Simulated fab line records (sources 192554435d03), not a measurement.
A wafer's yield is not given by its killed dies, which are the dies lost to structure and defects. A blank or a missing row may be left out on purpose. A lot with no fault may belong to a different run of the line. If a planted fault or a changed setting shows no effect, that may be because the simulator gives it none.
Matching of chambers :: flow n5Finfet :: rieDiel-02 running N5_DUMMY_GATE_STRIP_41: 4 sister chambers
The step strips in O2. 4 wafers are shown with their chamber, then 11 later ones without.

== WAFERS, EACH WITH ITS CHAMBER ==
wafer: L085.1
chamber: 3
showerheadPlenumPTorr (Torr): 2.14

wafer: L086.1
chamber: 0
showerheadPlenumPTorr (Torr): 2.16

wafer: L086.5
chamber: 2
showerheadPlenumPTorr (Torr): 2.10

wafer: L090.1
chamber: 1
showerheadPlenumPTorr (Torr): 2.02

== WAFERS MISSING THEIR CHAMBER ==
wafer: L090.2
showerheadPlenumPTorr (Torr): 2.16

wafer: L090.3
showerheadPlenumPTorr (Torr): 2.14

wafer: L091.1
showerheadPlenumPTorr (Torr): 2.14

wafer: L091.3
showerheadPlenumPTorr (Torr): 2.16

wafer: L091.6
showerheadPlenumPTorr (Torr): 2.09

wafer: L092.1
showerheadPlenumPTorr (Torr): 2.09

wafer: L092.4
showerheadPlenumPTorr (Torr): 2.14

wafer: L092.6
showerheadPlenumPTorr (Torr): 2.01

wafer: L093.3
showerheadPlenumPTorr (Torr): 2.01

wafer: L093.4
showerheadPlenumPTorr (Torr): 2.01

wafer: L093.5
showerheadPlenumPTorr (Torr): 2.14

== WHICH CHAMBER EACH ONE RAN IN ==
wafer: L090.2
from the rows above: 0
in truth: 0

wafer: L090.3
from the rows above: 3
in truth: 3

wafer: L091.1
from the rows above: 3
in truth: 3

wafer: L091.3
from the rows above: 0
in truth: 0

wafer: L091.6
from the rows above: 2
in truth: 2

wafer: L092.1
from the rows above: 2
in truth: 2

wafer: L092.4
from the rows above: 3
in truth: 3

wafer: L092.6
from the rows above: 1
in truth: 1

wafer: L093.3
from the rows above: 1
in truth: 1

wafer: L093.4
from the rows above: 1
in truth: 1

wafer: L093.5
from the rows above: 3
in truth: 3
11 of 11 placed correctly. From these rows, 0 cannot be placed. 0 placed wrongly.
How it was worked out, from the rows above alone: a wafer's distance from a chamber is the root of the sum, over the readings, of the square of ((its reading less the chamber's mean) divided by the reading's scatter). The wafer belongs to the nearest chamber; if the next one is less than 2 further off, it can't be placed. For every chamber, the mean is computed from those of its wafers that are shown. The scatter: with one shown wafer a chamber, the root of the mean of the squares of how far each hidden wafer lies from its nearest shown one.
